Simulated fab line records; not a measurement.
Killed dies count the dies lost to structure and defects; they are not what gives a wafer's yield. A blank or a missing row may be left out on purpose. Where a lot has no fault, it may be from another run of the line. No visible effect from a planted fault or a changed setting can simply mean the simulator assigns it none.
Chamber matching | flow n5 finfet | rie diel-01 running N5_BEOL_M1_ETCH_69: 4 sister chambers
The step etches SiARC in CF4, target depth 15.6 nm, time 26 s. 4 wafers are shown with their chamber, then 8 later ones without.

## WAFERS PAIRED WITH THEIR CHAMBERS
wafer  | chamber | showerhead plenum p Torr (Torr)
L083.5 | 3       | 2.10
L086.1 | 2       | 2.03
L086.4 | 0       | 2.21
L089.3 | 1       | 2.13

## WAFERS WITH NO CHAMBER GIVEN
wafer  | showerhead plenum p Torr (Torr)
L089.4 | 2.20
L089.5 | 2.20
L093.1 | 2.20
L093.2 | 2.03
L093.3 | 2.09
L097.4 | 2.03
L097.5 | 2.09
L097.6 | 2.03

## CHAMBER TAKEN BY EACH
wafer  | from the rows above | in truth
L089.4 | 0                   | 0
L089.5 | 0                   | 0
L093.1 | 0                   | 0
L093.2 | 2                   | 2
L093.3 | 3                   | 3
L097.4 | 2                   | 2
L097.5 | 3                   | 3
L097.6 | 2                   | 2
Correct placement for 8 of the 8. Not placeable from these rows: 0. Placed wrongly: 0.
How it was worked out, from the rows above alone: a wafer's distance from a chamber is the root of the sum, over the readings, of the square of ((its reading less the chamber's mean) divided by the reading's scatter). The wafer belongs to the nearest chamber; if the next one is less than 2 further off, it can't be placed. Each chamber's mean is taken over the wafers shown for it. The scatter: root of mean squared gap, hidden wafer to nearest shown wafer, with one shown wafer a chamber.
